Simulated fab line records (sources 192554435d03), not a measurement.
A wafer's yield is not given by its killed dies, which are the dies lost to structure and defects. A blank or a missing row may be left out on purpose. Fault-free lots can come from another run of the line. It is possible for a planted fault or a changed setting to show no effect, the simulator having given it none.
The tool behind it: which one? | flow n5-finfet | 6 lots with 15 wafers sampled at 3 steps, on a route of 1938 steps

WHAT EACH GAUGE READ, for each wafer
N5_BEOL_M8_OVL_MEAS_29.
lot  | measured     | on         | V7_OVL (nm)
L809 | day 9 21:25  | overlay-01 | -0.3 0.7
L811 | day 10 17:20 | overlay-02 | 0.7 0.2 0.3
L815 | day 11 20:34 | overlay-02 | 0.2 -0.5
L821 | day 12 15:04 | overlay-01 | 11.6 12.4 12.0
L827 | day 14 21:55 | overlay-02 | -0.1 0.4
L830 | day 15 08:32 | overlay-01 | -0.1 -0.1 -0.7

WHICH TOOL RAN EACH LOT (tool, then ch and the chambers of the sampled wafers, then the start)
lot  | N5_BEOL_M8_STRIP_67                | N5_BEOL_M8_EXPOSE_25
L809 | rie-diel-02 ch 0,2, day 9 17:53    | euv-scanner-01 ch 0, day 9 21:16
L811 | rie-diel-06 ch 0,2,3, day 10 14:37 | euv-scanner-02 ch 0, day 10 17:10
L815 | rie-diel-03 ch 1,2, day 11 19:46   | euv-scanner-01 ch 0, day 11 20:24
L821 | rie-diel-02 ch 0,1,2, day 12 13:06 | euv-scanner-02 ch 0, day 12 14:54
L827 | rie-diel-06 ch 1, day 14 20:46     | euv-scanner-01 ch 0, day 14 21:46
L830 | rie-diel-06 ch 1,2,3, day 15 05:47 | euv-scanner-01 ch 0, day 15 08:22
- N5_BEOL_M8_STRIP_67: strips in CF4.
- N5_BEOL_M8_EXPOSE_25: exposes mask V7, target cd 40 nm.

THE ANSWER, worked out from the rows above alone
Rule: usual is defined by the lots themselves. Put in order of their means at a reading, lots are off if they are a third of the lots or fewer, leave a main group of 4 or more, and stand apart from it by a gap of 3 or more times the standard deviation of the main group's means; of several such gaps the widest counts. The tables above print the reading to a certain number of digits; a main group whose means all agree to those digits is not used. Also off: a lot with no number at a reading for which 4 or more lots have one. Where the step has rows for the other lots, those lots are counted as sound.
Off: at N5_BEOL_M8_OVL_MEAS_29 (V7_OVL), L821. The main group: mean 0.1 nm, standard deviation 0.25.
A tool fits if, at a process step before that reading, it ran every lot that is off, and no sound lot after the first of them. Gauges at N5_BEOL_M8_OVL_MEAS_29: tried the same way as those tools. Can't be told from this: 2 tools fit, rie-diel-02 at N5_BEOL_M8_STRIP_67, euv-scanner-02 at N5_BEOL_M8_EXPOSE_25.

WHAT THE SIMULATOR HAD INSERTED
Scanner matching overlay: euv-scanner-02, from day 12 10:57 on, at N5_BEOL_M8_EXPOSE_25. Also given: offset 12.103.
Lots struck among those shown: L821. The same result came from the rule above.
